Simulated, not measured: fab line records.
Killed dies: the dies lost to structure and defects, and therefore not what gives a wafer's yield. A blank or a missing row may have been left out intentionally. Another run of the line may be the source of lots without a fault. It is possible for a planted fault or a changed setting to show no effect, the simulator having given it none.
The tool behind it: which one? :: flow n5 finfet :: Sampling: 24 lots, 72 wafers, 4 of 1938 route steps

WHAT EACH GAUGE READ, for each wafer
N5_BEOL_M5_OVL_MEAS_29.
lot: L074
measured: day 8 01:19
on: overlay-01
V4_OVL (nm): 0.5 0.5 0.2

lot: L076
measured: day 8 05:48
on: overlay-02
V4_OVL (nm): -0.2 -0.3 -0.3

lot: L075
measured: day 8 09:41
on: overlay-02
V4_OVL (nm): 1.5 1.0 1.7

lot: L078
measured: day 9 05:17
on: overlay-01
V4_OVL (nm): -0.9 -0.8 1.2

lot: L077
measured: day 9 07:16
on: overlay-02
V4_OVL (nm): 0.8 -0.1 0.2

lot: L079
measured: day 9 08:17
on: overlay-02
V4_OVL (nm): -0.5 0.4 0.1

lot: L080
measured: day 9 23:43
on: overlay-01
V4_OVL (nm): -0.7 0.0 0.0

lot: L081
measured: day 10 01:41
on: overlay-02
V4_OVL (nm): 1.2 0.0 0.2

lot: L083
measured: day 10 06:44
on: overlay-01
V4_OVL (nm): -0.3 0.5 0.5

lot: L082
measured: day 10 09:26
on: overlay-01
V4_OVL (nm): -0.7 -0.4 0.0

lot: L084
measured: day 10 18:28
on: overlay-02
V4_OVL (nm): 0.0 -0.3 -0.7

lot: L085
measured: day 10 18:17
on: overlay-02
V4_OVL (nm): 0.1 0.6 1.0

lot: L086
measured: day 11 11:12
on: overlay-01
V4_OVL (nm): -0.2 0.2 -0.7

lot: L088
measured: day 11 11:22
on: overlay-01
V4_OVL (nm): 1.3 0.3 0.5

lot: L087
measured: day 11 21:52
on: overlay-01
V4_OVL (nm): 1.0 -0.8 -0.4

lot: L090
measured: day 12 03:38
on: overlay-01
V4_OVL (nm): 0.3 0.3 -0.1

lot: L089
measured: day 12 04:47
on: overlay-02
V4_OVL (nm): 0.1 -0.2 0.0

lot: L092
measured: day 12 05:01
on: overlay-01
V4_OVL (nm): 0.3 0.7 -0.2

lot: L091
measured: day 12 10:35
on: overlay-02
V4_OVL (nm): -0.1 -0.5 -0.3

lot: L093
measured: day 13 00:55
on: overlay-02
V4_OVL (nm): 0.4 0.6 1.1

lot: L095
measured: day 13 06:17
on: overlay-01
V4_OVL (nm): 0.1 1.1 -0.5

lot: L094
measured: day 13 10:08
on: overlay-01
V4_OVL (nm): 0.5 1.5 0.9

lot: L096
measured: day 14 00:09
on: overlay-02
V4_OVL (nm): 0.3 0.4 -0.8

lot: L097
measured: day 13 22:44
on: overlay-01
V4_OVL (nm): -0.4 -0.3 0.1

N5_BEOL_M5_CD_MEAS_35: target cd 28 nm, target cd y 24 nm.
lot: L074
measured: day 8 01:59
on: cd sem-02
cd nm (nm): 27.9 28.6 27.9

lot: L076
measured: day 8 06:27
on: cd sem-03
cd nm (nm): 28.3 28.3 27.4

lot: L075
measured: day 8 10:22
on: cd sem-01
cd nm (nm): 28.3 28.3 27.9

lot: L078
measured: day 9 06:11
on: cd sem-03
cd nm (nm): 28.4 28.4 28.1

lot: L077
measured: day 9 07:56
on: cd sem-03
cd nm (nm): 27.8 28.4 27.5

lot: L079
measured: day 9 09:09
on: cd sem-02
cd nm (nm): 28.8 28.3 28.6

lot: L080
measured: day 10 00:31
on: cd sem-03
cd nm (nm): 28.5 28.3 27.9

lot: L081
measured: day 10 02:21
on: cd sem-01
cd nm (nm): 28.9 28.0 28.4

lot: L083
measured: day 10 07:52
on: cd sem-03
cd nm (nm): 28.8 28.7 28.2

lot: L082
measured: day 10 10:07
on: cd sem-02
cd nm (nm): 28.6 28.5 28.2

lot: L084
measured: day 10 20:04
on: cd sem-01
cd nm (nm): 27.2 28.3 28.1

lot: L085
measured: day 10 19:38
on: cd sem-03
cd nm (nm): 28.1 27.9 28.1

lot: L086
measured: day 11 12:14
on: cd sem-03
cd nm (nm): 27.6 27.5 28.1

lot: L088
measured: day 11 12:55
on: cd sem-03
cd nm (nm): 28.6 28.2 28.7

lot: L087
measured: day 11 22:32
on: cd sem-01
cd nm (nm): 27.7 28.5 28.5

lot: L090
measured: day 12 04:18
on: cd sem-01
cd nm (nm): 28.9 28.4 27.8

lot: L089
measured: day 12 05:27
on: cd sem-03
cd nm (nm): 28.2 28.6 27.8

lot: L092
measured: day 12 05:41
on: cd sem-03
cd nm (nm): 27.7 27.9 28.6

lot: L091
measured: day 12 11:31
on: cd sem-02
cd nm (nm): 28.1 28.5 28.6

lot: L093
measured: day 13 02:31
on: cd sem-01
cd nm (nm): 27.6 28.2 28.4

lot: L095
measured: day 13 06:57
on: cd sem-03
cd nm (nm): 28.4 27.9 27.7

lot: L094
measured: day 13 10:49
on: cd sem-03
cd nm (nm): 27.9 28.7 29.0

lot: L096
measured: day 14 00:49
on: cd sem-03
cd nm (nm): 28.4 27.9 28.7

lot: L097
measured: day 13 23:24
on: cd sem-02
cd nm (nm): 28.3 28.0 27.9

TOOL THAT RAN EACH LOT (tool first, then ch and the chambers of the sampled wafers, then the start)
lot: L074
N5_BEOL_M5_DESCUM_16: rie diel-03 ch 0,1,3, day 8 00:23
N5_BEOL_M5_VIA_ETCH_34: rie diel-03 ch 1,2,3, day 8 01:35

lot: L076
N5_BEOL_M5_DESCUM_16: rie diel-03 ch 1,2,3, day 8 04:16
N5_BEOL_M5_VIA_ETCH_34: rie diel-03 ch 1,2,3, day 8 06:04

lot: L075
N5_BEOL_M5_DESCUM_16: rie diel-05 ch 0,2,3, day 8 07:11
N5_BEOL_M5_VIA_ETCH_34: rie diel-03 ch 0,1,2, day 8 09:58

lot: L078
N5_BEOL_M5_DESCUM_16: rie diel-02 ch 2,3, day 9 03:40
N5_BEOL_M5_VIA_ETCH_34: rie diel-03 ch 0,3, day 9 05:48

lot: L077
N5_BEOL_M5_DESCUM_16: rie diel-02 ch 2,3, day 9 06:15
N5_BEOL_M5_VIA_ETCH_34: rie diel-02 ch 0,2,3, day 9 07:32

lot: L079
N5_BEOL_M5_DESCUM_16: rie diel-05 ch 1,3, day 9 07:05
N5_BEOL_M5_VIA_ETCH_34: rie diel-03 ch 3, day 9 08:39

lot: L080
N5_BEOL_M5_DESCUM_16: rie diel-05 ch 0,3, day 9 22:47
N5_BEOL_M5_VIA_ETCH_34: rie diel-02 ch 1,2, day 10 00:07

lot: L081
N5_BEOL_M5_DESCUM_16: rie diel-03 ch 2,3, day 10 00:55
N5_BEOL_M5_VIA_ETCH_34: rie diel-03 ch 0,1,2, day 10 01:58

lot: L083
N5_BEOL_M5_DESCUM_16: rie diel-03 ch 0,1,3, day 10 03:07
N5_BEOL_M5_VIA_ETCH_34: rie diel-05 ch 0,1, day 10 07:29

lot: L082
N5_BEOL_M5_DESCUM_16: rie diel-03 ch 0,2, day 10 08:10
N5_BEOL_M5_VIA_ETCH_34: rie diel-02 ch 1,2, day 10 09:43

lot: L084
N5_BEOL_M5_DESCUM_16: rie diel-03 ch 1,2,3, day 10 15:35
N5_BEOL_M5_VIA_ETCH_34: rie diel-05 ch 1,3, day 10 19:41

lot: L085
N5_BEOL_M5_DESCUM_16: rie diel-02 ch 2,3, day 10 17:17
N5_BEOL_M5_VIA_ETCH_34: rie diel-03 ch 1,2,3, day 10 19:09

lot: L086
N5_BEOL_M5_DESCUM_16: rie diel-03 ch 2,3, day 11 10:11
N5_BEOL_M5_VIA_ETCH_34: rie diel-03 ch 2,3, day 11 11:51

lot: L088
N5_BEOL_M5_DESCUM_16: rie diel-05 ch 0,2,3, day 11 10:23
N5_BEOL_M5_VIA_ETCH_34: rie diel-03 ch 2,3, day 11 12:25

lot: L087
N5_BEOL_M5_DESCUM_16: rie diel-05 ch 1,2, day 11 18:56
N5_BEOL_M5_VIA_ETCH_34: rie diel-03 ch 0,1,3, day 11 22:08

lot: L090
N5_BEOL_M5_DESCUM_16: rie diel-05 ch 1,2, day 12 02:19
N5_BEOL_M5_VIA_ETCH_34: rie diel-02 ch 1,2, day 12 03:54

lot: L089
N5_BEOL_M5_DESCUM_16: rie diel-05 ch 1,3, day 12 03:28
N5_BEOL_M5_VIA_ETCH_34: rie diel-03 ch 0,1, day 12 05:04

lot: L092
N5_BEOL_M5_DESCUM_16: rie diel-03 ch 0,1,3, day 12 03:41
N5_BEOL_M5_VIA_ETCH_34: rie diel-02 ch 0,3, day 12 05:17

lot: L091
N5_BEOL_M5_DESCUM_16: rie diel-02 ch 0,3, day 12 05:50
N5_BEOL_M5_VIA_ETCH_34: rie diel-03 ch 0,1, day 12 11:02

lot: L093
N5_BEOL_M5_DESCUM_16: rie diel-02 ch 0,2,3, day 12 21:48
N5_BEOL_M5_VIA_ETCH_34: rie diel-05 ch 2,3, day 13 02:07

lot: L095
N5_BEOL_M5_DESCUM_16: rie diel-03 ch 1,2, day 13 05:31
N5_BEOL_M5_VIA_ETCH_34: rie diel-03 ch 0,1,3, day 13 06:34

lot: L094
N5_BEOL_M5_DESCUM_16: rie diel-03 ch 0,1,2, day 13 08:01
N5_BEOL_M5_VIA_ETCH_34: rie diel-03 ch 1,2,3, day 13 10:25

lot: L096
N5_BEOL_M5_DESCUM_16: rie diel-05 ch 0,1,3, day 13 21:18
N5_BEOL_M5_VIA_ETCH_34: rie diel-05 ch 0,2,3, day 14 00:25

lot: L097
N5_BEOL_M5_DESCUM_16: rie diel-03 ch 0,1, day 13 21:27
N5_BEOL_M5_VIA_ETCH_34: rie diel-02 ch 0,2, day 13 23:01
- N5_BEOL_M5_DESCUM_16: chemistry O2, time 7 s.
- N5_BEOL_M5_VIA_ETCH_34: etches SiCOH lowk in C4F6/O2, target depth 88.3 nm, time 39.2 s.

AS READ BY THE TOOLS THEMSELVES (means over the sampled wafers that have a number; for cases with no such wafer, the mark the record gives instead)
N5_BEOL_M5_DESCUM_16.
lot: L074
tool: rie diel-03
chamber pressure mTorr (mTorr): 19.996
drypump motor current A (A): 5.6
oes product au (a.u.): 0.86
rf vpp V (V): 243.7
showerhead plenum p Torr (Torr): 2.10
throttle valve pct (%): 20.31

lot: L076
tool: rie diel-03
chamber pressure mTorr (mTorr): 19.985
drypump motor current A (A): 5.7
oes product au (a.u.): 0.81
rf vpp V (V): 244.2
showerhead plenum p Torr (Torr): 2.14
throttle valve pct (%): 20.34

lot: L075
tool: rie diel-05
chamber pressure mTorr (mTorr): 20.002
drypump motor current A (A): 6.0
oes product au (a.u.): 0.79
rf vpp V (V): 243.3
showerhead plenum p Torr (Torr): 2.07
throttle valve pct (%): 20.41

lot: L078
tool: rie diel-02
chamber pressure mTorr (mTorr): 19.974
drypump motor current A (A): 5.7
oes product au (a.u.): 0.74
rf vpp V (V): 243.5
showerhead plenum p Torr (Torr): 2.10
throttle valve pct (%): 20.69

lot: L077
tool: rie diel-02
chamber pressure mTorr (mTorr): 19.994
drypump motor current A (A): 6.1
oes product au (a.u.): 0.72
rf vpp V (V): 242.6
showerhead plenum p Torr (Torr): 2.11
throttle valve pct (%): 20.73

lot: L079
tool: rie diel-05
chamber pressure mTorr (mTorr): 19.988
drypump motor current A (A): 5.9
oes product au (a.u.): 0.76
rf vpp V (V): 243.8
showerhead plenum p Torr (Torr): 2.12
throttle valve pct (%): 20.40

lot: L080
tool: rie diel-05
chamber pressure mTorr (mTorr): 19.987
drypump motor current A (A): 6.0
oes product au (a.u.): 0.75
rf vpp V (V): 242.9
showerhead plenum p Torr (Torr): 2.04
throttle valve pct (%): 20.44

lot: L081
tool: rie diel-03
chamber pressure mTorr (mTorr): 20.008
drypump motor current A (A): 6.3
oes product au (a.u.): 0.77
rf vpp V (V): 243.7
showerhead plenum p Torr (Torr): 2.14
throttle valve pct (%): 20.39

lot: L083
tool: rie diel-03
chamber pressure mTorr (mTorr): 20.000
drypump motor current A (A): 5.6
oes product au (a.u.): 0.83
rf vpp V (V): 243.5
showerhead plenum p Torr (Torr): 2.10
throttle valve pct (%): 20.33

lot: L082
tool: rie diel-03
chamber pressure mTorr (mTorr): 20.002
drypump motor current A (A): 5.4
oes product au (a.u.): 0.77
rf vpp V (V): 242.7
showerhead plenum p Torr (Torr): 2.08
throttle valve pct (%): 20.52

lot: L084
tool: rie diel-03
chamber pressure mTorr (mTorr): 20.004
drypump motor current A (A): 5.7
oes product au (a.u.): 0.79
rf vpp V (V): 243.7
showerhead plenum p Torr (Torr): 2.14
throttle valve pct (%): 20.35

lot: L085
tool: rie diel-02
chamber pressure mTorr (mTorr): 19.994
drypump motor current A (A): 5.7
oes product au (a.u.): 0.72
rf vpp V (V): 242.6
showerhead plenum p Torr (Torr): 2.09
throttle valve pct (%): 20.71

lot: L086
tool: rie diel-03
chamber pressure mTorr (mTorr): 20.009
drypump motor current A (A): 6.0
oes product au (a.u.): 0.72
rf vpp V (V): 243.9
showerhead plenum p Torr (Torr): 2.14
throttle valve pct (%): 20.49

lot: L088
tool: rie diel-05
chamber pressure mTorr (mTorr): 20.000
drypump motor current A (A): 6.0
oes product au (a.u.): 0.77
rf vpp V (V): 242.7
showerhead plenum p Torr (Torr): 2.07
throttle valve pct (%): 20.46

lot: L087
tool: rie diel-05
chamber pressure mTorr (mTorr): 20.000
drypump motor current A (A): 5.8
oes product au (a.u.): 0.76
rf vpp V (V): 243.7
showerhead plenum p Torr (Torr): 2.12
throttle valve pct (%): 20.28

lot: L090
tool: rie diel-05
chamber pressure mTorr (mTorr): 19.998
drypump motor current A (A): 5.8
oes product au (a.u.): 0.76
rf vpp V (V): 242.8
showerhead plenum p Torr (Torr): 2.12
throttle valve pct (%): 20.27

lot: L089
tool: rie diel-05
chamber pressure mTorr (mTorr): 20.002
drypump motor current A (A): 5.9
oes product au (a.u.): 0.74
rf vpp V (V): 243.0
showerhead plenum p Torr (Torr): 2.11
throttle valve pct (%): 20.43

lot: L092
tool: rie diel-03
chamber pressure mTorr (mTorr): 19.994
drypump motor current A (A): 5.6
oes product au (a.u.): 0.82
rf vpp V (V): 242.9
showerhead plenum p Torr (Torr): 2.09
throttle valve pct (%): 20.35

lot: L091
tool: rie diel-02
chamber pressure mTorr (mTorr): 19.991
drypump motor current A (A): 5.4
oes product au (a.u.): 0.77
rf vpp V (V): 243.3
showerhead plenum p Torr (Torr): 2.07
throttle valve pct (%): 20.50

lot: L093
tool: rie diel-02
chamber pressure mTorr (mTorr): 19.999
drypump motor current A (A): 5.7
oes product au (a.u.): 0.75
rf vpp V (V): 243.1
showerhead plenum p Torr (Torr): 2.08
throttle valve pct (%): 20.56

lot: L095
tool: rie diel-03
chamber pressure mTorr (mTorr): 19.994
drypump motor current A (A): 5.1
oes product au (a.u.): 0.89
rf vpp V (V): 243.9
showerhead plenum p Torr (Torr): 2.14
throttle valve pct (%): 20.22

lot: L094
tool: rie diel-03
chamber pressure mTorr (mTorr): 20.003
drypump motor current A (A): 5.3
oes product au (a.u.): 0.86
rf vpp V (V): 243.7
showerhead plenum p Torr (Torr): 2.11
throttle valve pct (%): 20.32

lot: L096
tool: rie diel-05
chamber pressure mTorr (mTorr): 20.007
drypump motor current A (A): 5.9
oes product au (a.u.): 0.81
rf vpp V (V): 243.7
showerhead plenum p Torr (Torr): 2.07
throttle valve pct (%): 20.32

lot: L097
tool: rie diel-03
chamber pressure mTorr (mTorr): 20.008
drypump motor current A (A): 5.1
oes product au (a.u.): 0.81
rf vpp V (V): 242.5
showerhead plenum p Torr (Torr): 2.06
throttle valve pct (%): 20.45

N5_BEOL_M5_VIA_ETCH_34.
lot: L074
tool: rie diel-03
chamber pressure mTorr (mTorr): 29.999
drypump motor current A (A): 5.7
oes_f_703_au (a.u.): 0.82
oes product au (a.u.): 0.81
rf vpp V (V): 668
showerhead plenum p Torr (Torr): 2.89
throttle valve pct (%): 20.67

lot: L076
tool: rie diel-03
chamber pressure mTorr (mTorr): 30.003
drypump motor current A (A): 5.7
oes_f_703_au (a.u.): 0.82
oes product au (a.u.): 0.81
rf vpp V (V): 668
showerhead plenum p Torr (Torr): 2.89
throttle valve pct (%): 20.67

lot: L075
tool: rie diel-03
chamber pressure mTorr (mTorr): 30.016
drypump motor current A (A): 5.3
oes_f_703_au (a.u.): 0.83
oes product au (a.u.): 0.81
rf vpp V (V): 677
showerhead plenum p Torr (Torr): 2.87
throttle valve pct (%): 20.78

lot: L078
tool: rie diel-03
chamber pressure mTorr (mTorr): 29.996
drypump motor current A (A): 5.7
oes_f_703_au (a.u.): 0.85
oes product au (a.u.): 0.83
rf vpp V (V): 676
showerhead plenum p Torr (Torr): 2.79
throttle valve pct (%): 20.73

lot: L077
tool: rie diel-02
chamber pressure mTorr (mTorr): 30.009
drypump motor current A (A): 5.8
oes_f_703_au (a.u.): 0.77
oes product au (a.u.): 0.77
rf vpp V (V): 682
showerhead plenum p Torr (Torr): 2.81
throttle valve pct (%): 20.78

lot: L079
tool: rie diel-03
chamber pressure mTorr (mTorr): 29.985
drypump motor current A (A): 6.7
oes_f_703_au (a.u.): 0.84
oes product au (a.u.): 0.81
rf vpp V (V): 658
showerhead plenum p Torr (Torr): 2.84
throttle valve pct (%): 20.52

lot: L080
tool: rie diel-02
chamber pressure mTorr (mTorr): 29.989
drypump motor current A (A): 6.2
oes_f_703_au (a.u.): 0.75
oes product au (a.u.): 0.73
rf vpp V (V): 669
showerhead plenum p Torr (Torr): 2.81
throttle valve pct (%): 20.95

lot: L081
tool: rie diel-03
chamber pressure mTorr (mTorr): 29.988
drypump motor current A (A): 5.3
oes_f_703_au (a.u.): 0.81
oes product au (a.u.): 0.80
rf vpp V (V): 677
showerhead plenum p Torr (Torr): 2.86
throttle valve pct (%): 20.80

lot: L083
tool: rie diel-05
chamber pressure mTorr (mTorr): 30.007
drypump motor current A (A): 5.7
oes_f_703_au (a.u.): 0.72
oes product au (a.u.): 0.72
rf vpp V (V): 660
showerhead plenum p Torr (Torr): 2.88
throttle valve pct (%): 20.69

lot: L082
tool: rie diel-02
chamber pressure mTorr (mTorr): 30.013
drypump motor current A (A): 6.0
oes_f_703_au (a.u.): 0.78
oes product au (a.u.): 0.76
rf vpp V (V): 669
showerhead plenum p Torr (Torr): 2.78
throttle valve pct (%): 20.88

lot: L084
tool: rie diel-05
chamber pressure mTorr (mTorr): 30.018
drypump motor current A (A): 5.9
oes_f_703_au (a.u.): 0.76
oes product au (a.u.): 0.75
rf vpp V (V): 656
showerhead plenum p Torr (Torr): 2.88
throttle valve pct (%): 20.81

lot: L085
tool: rie diel-03
chamber pressure mTorr (mTorr): 29.988
drypump motor current A (A): 5.7
oes_f_703_au (a.u.): 0.80
oes product au (a.u.): 0.79
rf vpp V (V): 668
showerhead plenum p Torr (Torr): 2.88
throttle valve pct (%): 20.70

lot: L086
tool: rie diel-03
chamber pressure mTorr (mTorr): 29.979
drypump motor current A (A): 6.4
oes_f_703_au (a.u.): 0.78
oes product au (a.u.): 0.76
rf vpp V (V): 658
showerhead plenum p Torr (Torr): 2.86
throttle valve pct (%): 20.65

lot: L088
tool: rie diel-03
chamber pressure mTorr (mTorr): 29.993
drypump motor current A (A): 6.3
oes_f_703_au (a.u.): 0.78
oes product au (a.u.): 0.76
rf vpp V (V): 658
showerhead plenum p Torr (Torr): 2.86
throttle valve pct (%): 20.65

lot: L087
tool: rie diel-03
chamber pressure mTorr (mTorr): 30.013
drypump motor current A (A): 5.6
oes_f_703_au (a.u.): 0.83
oes product au (a.u.): 0.82
rf vpp V (V): 675
showerhead plenum p Torr (Torr): 2.83
throttle valve pct (%): 20.69

lot: L090
tool: rie diel-02
chamber pressure mTorr (mTorr): 30.017
drypump motor current A (A): 5.9
oes_f_703_au (a.u.): 0.77
oes product au (a.u.): 0.75
rf vpp V (V): 668
showerhead plenum p Torr (Torr): 2.78
throttle valve pct (%): 20.90

lot: L089
tool: rie diel-03
chamber pressure mTorr (mTorr): 29.997
drypump motor current A (A): 5.1
oes_f_703_au (a.u.): 0.84
oes product au (a.u.): 0.84
rf vpp V (V): 684
showerhead plenum p Torr (Torr): 2.80
throttle valve pct (%): 20.80

lot: L092
tool: rie diel-02
chamber pressure mTorr (mTorr): 29.975
drypump motor current A (A): 5.4
oes_f_703_au (a.u.): 0.81
oes product au (a.u.): 0.81
rf vpp V (V): 687
showerhead plenum p Torr (Torr): 2.79
throttle valve pct (%): 20.60

lot: L091
tool: rie diel-03
chamber pressure mTorr (mTorr): 29.995
drypump motor current A (A): 5.0
oes_f_703_au (a.u.): 0.84
oes product au (a.u.): 0.85
rf vpp V (V): 686
showerhead plenum p Torr (Torr): 2.85
throttle valve pct (%): 20.76

lot: L093
tool: rie diel-05
chamber pressure mTorr (mTorr): 30.004
drypump motor current A (A): 6.2
oes_f_703_au (a.u.): 0.80
oes product au (a.u.): 0.78
rf vpp V (V): 660
showerhead plenum p Torr (Torr): 2.80
throttle valve pct (%): 21.03

lot: L095
tool: rie diel-03
chamber pressure mTorr (mTorr): 30.002
drypump motor current A (A): 5.6
oes_f_703_au (a.u.): 0.82
oes product au (a.u.): 0.82
rf vpp V (V): 676
showerhead plenum p Torr (Torr): 2.83
throttle valve pct (%): 20.71

lot: L094
tool: rie diel-03
chamber pressure mTorr (mTorr): 29.995
drypump motor current A (A): 5.7
oes_f_703_au (a.u.): 0.87
oes product au (a.u.): 0.85
rf vpp V (V): 668
showerhead plenum p Torr (Torr): 2.88
throttle valve pct (%): 20.59

lot: L096
tool: rie diel-05
chamber pressure mTorr (mTorr): 29.998
drypump motor current A (A): 6.1
oes_f_703_au (a.u.): 0.83
oes product au (a.u.): 0.83
rf vpp V (V): 664
showerhead plenum p Torr (Torr): 2.80
throttle valve pct (%): 20.82

lot: L097
tool: rie diel-02
chamber pressure mTorr (mTorr): 29.991
drypump motor current A (A): 6.1
oes_f_703_au (a.u.): 0.74
oes product au (a.u.): 0.74
rf vpp V (V): 674
showerhead plenum p Torr (Torr): 2.81
throttle valve pct (%): 20.87

THE ANSWER, worked out from the rows above alone
Rule: usual is defined by the lots themselves. The widest of any qualifying gaps counts: lots, ordered by their means at a reading, are off when they make up no more than a third of the lots, leave a main group of 4 or more, and stand apart from it by 3 or more times the standard deviation of that group's means. A main group is skipped when, at the precision printed for the reading in the tables above, its means are all equal. A lot without any number at a reading at which 4 lots or more have one is off too. Where the step has rows for the other lots, those lots are counted as sound. The gauges are gone through in route order, then the tools' own readings, and for those a lot's mean is taken as printed above. At the first step where some lot is off, the reading lying furthest off is the one used; lots without a number count as furthest.
No lot is off at any reading shown: from this, nothing can be told.

WHAT THE SIMULATOR PUT IN
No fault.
